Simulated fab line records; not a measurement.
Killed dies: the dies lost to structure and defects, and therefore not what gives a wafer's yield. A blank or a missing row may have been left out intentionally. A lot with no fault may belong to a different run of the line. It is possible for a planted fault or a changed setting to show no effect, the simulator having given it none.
Which tool did it?	flow n5_finfet	9 lots, 27 wafers sampled, at 5 steps of a route of 1938

## WHAT THE GAUGES READ, wafer by wafer
N5_BEOL_M4_RC_MEAS_101. Usual: DIBL_N 36.0 mV/V, standard deviation 1.6; DIBL_P 36.1 mV/V, standard deviation 2; IOFF_N 0.160 nA/um, standard deviation 0.029; IOFF_P 0.21 nA/um, standard deviation 0.039; ION_N 675 uA/um, standard deviation 13; ION_P 464 uA/um, standard deviation 8.8; SS_N 71.5 mV/dec, standard deviation 0.58; SS_P 73.3 mV/dec, standard deviation 0.65; VT_N 250 mV, standard deviation 3.3; VT_P -249 mV, standard deviation 3.6.
lot	measured	on	DIBL_N (mV/V)	DIBL_P (mV/V)	IOFF_N (nA/um)	IOFF_P (nA/um)	ION_N (uA/um)	ION_P (uA/um)	SS_N (mV/dec)	SS_P (mV/dec)	VT_N (mV)	VT_P (mV)	flag
L852	day 8 18:49	prober-02	34.2 36.3 33.9	34.1 36.7 33.6	0.121 0.150 0.110	0.15 0.18 0.14	653 673 649	451 456 448	71.7 72.6 71.4	72.7 74.0 72.3	254 252 255	-259 -255 -259	
L854	day 9 12:39	prober-02	38.0 36.7 37.5	36.8 35.3 37.1	0.166 0.154 0.152	0.23 0.22 0.23	681 677 670	471 465 465	71.6 70.8 72.2	73.6 73.0 73.3	250 250 252	-248 -249 -247	
L861	day 10 22:04	prober-02	35.3 35.9 36.4	34.1 35.1 35.6	0.138 0.154 0.165	0.19 0.20 0.21	681 678 694	470 472 474	70.5 70.8 72.1	73.3 72.9 73.4	251 250 247	-252 -251 -250	
L865	day 12 03:53	prober-02	34.5 35.9 35.9	34.8 37.2 36.8	0.138 0.166 0.171	0.19 0.25 0.23	657 673 682	455 467 470	71.2 71.7 71.7	72.6 73.0 73.5	252 249 246	-250 -246 -249	
L866	day 12 04:14	prober-01	37.1 35.7 34.8	38.1 36.5 35.1	0.203 0.154 0.144	0.22 0.20 0.18	685 661 670	463 463 455	71.5 71.4 70.7	73.6 73.8 72.9	245 248 250	-248 -248 -253	
L867	day 12 22:20	prober-02	37.0 38.7 38.2	37.9 39.9 40.1	0.177 0.218 0.195	0.24 0.30 0.29	694 711 689	478 482 480	72.3 72.2 72.1	73.2 74.3 73.8	245 244 244	-245 -244 -244	
L871	day 13 15:26	prober-02	34.6 35.0 37.1	33.6 35.3 37.7	0.128 0.139 0.180	0.19 0.21 0.25	664 657 682	462 458 465	70.7 71.5 71.9	72.0 72.9 74.1	253 253 247	-247 -251 -247	

## WHICH TOOL RAN EACH LOT (tool, then ch and the chambers of the sampled wafers, then the start)
lot	N5_BEOL_M1_ALD_98	N5_BEOL_M1_ETCHBACK_99	N5_BEOL_M1_VIA_ETCH_34	N5_BEOL_M1_STRIP_36
L852	ald_sin-03 ch 1,2,3, day 6 22:23	rie_diel-02 ch 0,1,2, day 7 03:34	rie_diel-02 ch 0,1,2, day 7 03:43	rie_diel-02 ch 0,1,2, day 7 03:46
L854	ald_sin-02 ch 0,1,3, day 7 20:58	rie_diel-05 ch 0,1,3, day 7 21:05	rie_diel-05 ch 0,1,3, day 7 21:13	rie_diel-05 ch 0,1,3, day 7 21:17
L857	ald_sin-03 ch 2,3, day 8 08:32	rie_diel-01 ch 0,1,2, day 8 08:41	rie_diel-01 ch 0,1,2, day 8 08:50	rie_diel-01 ch 0,1,2, day 8 08:53
L859	ald_sin-04 ch 2,3, day 8 19:47	rie_diel-01 ch 2,3, day 8 22:13	rie_diel-01 ch 2,3, day 8 22:22	rie_diel-01 ch 2,3, day 8 22:25
L861	ald_sin-03 ch 0,1,3, day 9 05:56	rie_diel-02 ch 1,2,3, day 9 07:28	rie_diel-02 ch 1,2,3, day 9 07:37	rie_diel-02 ch 1,2,3, day 9 07:40
L865	ald_sin-03 ch 0,1,2, day 10 03:16	rie_diel-01 ch 0,1,2, day 10 05:28	rie_diel-01 ch 0,1,2, day 10 05:37	rie_diel-01 ch 0,1,2, day 10 05:40
L866	ald_sin-03 ch 0,1,2, day 10 10:37	rie_diel-02 ch 0,3, day 10 11:53	rie_diel-02 ch 0,3, day 10 12:01	rie_diel-02 ch 0,3, day 10 12:05
L867	ald_sin-03 ch 0,3, day 10 21:34	rie_diel-02 ch 0,2,3, day 10 21:41	rie_diel-02 ch 0,2,3, day 10 21:49	rie_diel-02 ch 0,2,3, day 10 21:52
L871	ald_sin-02 ch 0,2,3, day 11 19:46	rie_diel-05 ch 1,2,3, day 11 20:03	rie_diel-05 ch 1,2,3, day 11 20:11	rie_diel-05 ch 1,2,3, day 11 20:14
- N5_BEOL_M1_ALD_98: deposits SiO2, target thk 2.5 nm, pulse time 1 s, co reactant pulse time 1 s.
- N5_BEOL_M1_ETCHBACK_99: etches SiO2 in CHF3, target depth 5 nm, time 10.4 s.
- N5_BEOL_M1_VIA_ETCH_34: etches the open film in C4F6/O2, target depth 67.8 nm, time 64.4 s.
- N5_BEOL_M1_STRIP_36: strips in N2/H2.

## WHAT THE TOOLS THEMSELVES READ (means of the sampled wafers that have a number; where no wafer has one, the mark that the record gives instead)
N5_BEOL_M1_ALD_98. Usual: chamber_pressure_Torr 2.000 Torr, standard deviation 0.0043; heater_power_w 76 W, standard deviation 7.8; precursor_pulse_height_rel 1.000, standard deviation 0.019.
lot	tool	chamber_pressure_Torr (Torr)	heater_power_w (W)	precursor_pulse_height_rel	flag
L852	ald_sin-03	2.001	81	1.002	
L854	ald_sin-02	1.997	71	1.015	
L857	ald_sin-03	-	-	-	OFF
L859	ald_sin-04	-	-	-	OFF
L861	ald_sin-03	2.001	76	0.989	
L865	ald_sin-03	1.999	81	1.008	
L866	ald_sin-03	1.998	79	1.011	
L867	ald_sin-03	2.000	71	0.994	
L871	ald_sin-02	2.000	73	1.006	

N5_BEOL_M1_ETCHBACK_99. Usual: drypump_motor_current_A 5.8 A, standard deviation 0.47; oes_product_au 0.75 a.u., standard deviation 0.06; rf_vpp_V 242 V, standard deviation 4.4; showerhead_plenum_p_Torr 2.15 Torr, standard deviation 0.077; throttle_valve_pct 17.12 %, standard deviation 0.16.
lot	tool	drypump_motor_current_A (A)	oes_product_au (a.u.)	rf_vpp_V (V)	showerhead_plenum_p_Torr (Torr)	throttle_valve_pct (%)	flag
L852	rie_diel-02	5.6	0.73	241	2.17	16.99	
L854	rie_diel-05	5.7	0.76	247	2.19	17.26	
L857	rie_diel-01	6.2	0.79	243	2.16	17.12	
L859	rie_diel-01	5.3	0.71	244	2.12	17.19	
L861	rie_diel-02	5.7	0.71	241	2.13	17.08	
L865	rie_diel-01	6.2	0.78	243	2.15	17.14	
L866	rie_diel-02	5.8	0.72	240	2.11	17.05	
L867	rie_diel-02	5.5	0.71	241	2.10	17.05	
L871	rie_diel-05	5.6	0.70	240	2.17	17.33	

N5_BEOL_M1_VIA_ETCH_34. Usual: O2_flow_sccm 9.996 sccm, standard deviation 0.028; drypump_motor_current_A 5.8 A, standard deviation 0.47; oes_product_au 0.75 a.u., standard deviation 0.06; rf_vpp_V 668 V, standard deviation 11; showerhead_plenum_p_Torr 2.83 Torr, standard deviation 0.099; throttle_valve_pct 30.76 %, standard deviation 0.23.
lot	tool	O2_flow_sccm (sccm)	drypump_motor_current_A (A)	oes_product_au (a.u.)	rf_vpp_V (V)	showerhead_plenum_p_Torr (Torr)	throttle_valve_pct (%)	flag
L852	rie_diel-02	10.008	5.6	0.74	665	2.87	30.59	
L854	rie_diel-05	9.969	5.7	0.76	681	2.89	31.06	
L857	rie_diel-01	10.001	6.2	0.79	672	2.85	30.74	
L859	rie_diel-01	9.970	5.3	0.72	675	2.80	30.94	
L861	rie_diel-02	9.989	5.7	0.71	666	2.82	30.66	
L865	rie_diel-01	9.999	6.2	0.79	672	2.84	30.75	
L866	rie_diel-02	9.991	5.8	0.71	662	2.79	30.55	
L867	rie_diel-02	10.004	5.5	0.71	664	2.78	30.56	
L871	rie_diel-05	10.001	5.7	0.70	664	2.86	31.02	

N5_BEOL_M1_STRIP_36. Usual: drypump_motor_current_A 5.8 A, standard deviation 0.47; n2_flow_sccm 200.0 sccm, standard deviation 0.52; oes_product_au 0.75 a.u., standard deviation 0.062; rf_vpp_V 59.1 V, standard deviation 1.5; showerhead_plenum_p_Torr 2.53 Torr, standard deviation 0.087; throttle_valve_pct 23.67 %, standard deviation 0.24.
lot	tool	drypump_motor_current_A (A)	n2_flow_sccm (sccm)	oes_product_au (a.u.)	rf_vpp_V (V)	showerhead_plenum_p_Torr (Torr)	throttle_valve_pct (%)	flag
L852	rie_diel-02	5.6	199.6	0.74	59.3	2.55	23.43	
L854	rie_diel-05	5.7	200.1	0.76	59.0	2.57	23.80	
L857	rie_diel-01	6.2	200.5	0.81	58.4	2.55	23.65	
L859	rie_diel-01	5.3	200.2	0.72	58.9	2.49	23.90	
L861	rie_diel-02	5.7	199.9	0.71	58.9	2.52	23.58	
L865	rie_diel-01	6.2	200.2	0.78	58.6	2.54	23.69	
L866	rie_diel-02	5.8	200.3	0.71	60.0	2.49	23.62	
L867	rie_diel-02	5.5	199.6	0.72	60.2	2.48	23.66	
L871	rie_diel-05	5.6	200.1	0.70	59.0	2.55	23.84	

## THE ANSWER, worked out from the rows above alone
Rule: a lot counts as off when the mean over its wafers that have a number is more than 3 standard deviations away from the usual mean. Also off: a lot with no number at a reading for which 4 or more lots have one. All remaining lots with rows at the step are treated as sound. Order of review: gauges by route order, followed by the tools' own readings, for which a lot's mean as printed above is used. At the first step where some lot is off, the reading lying furthest off is the one used; lots without a number count as furthest.
Off: L857, L859 (N5_BEOL_M1_ALD_98, chamber_pressure_Torr). Without a number there: L857, L859.
A tool fits if, at that step or a process step before it, it ran every lot that is off, and no sound lot after the first of them. None of those tried fits.

## WHAT THE SIMULATOR HAD PUT IN
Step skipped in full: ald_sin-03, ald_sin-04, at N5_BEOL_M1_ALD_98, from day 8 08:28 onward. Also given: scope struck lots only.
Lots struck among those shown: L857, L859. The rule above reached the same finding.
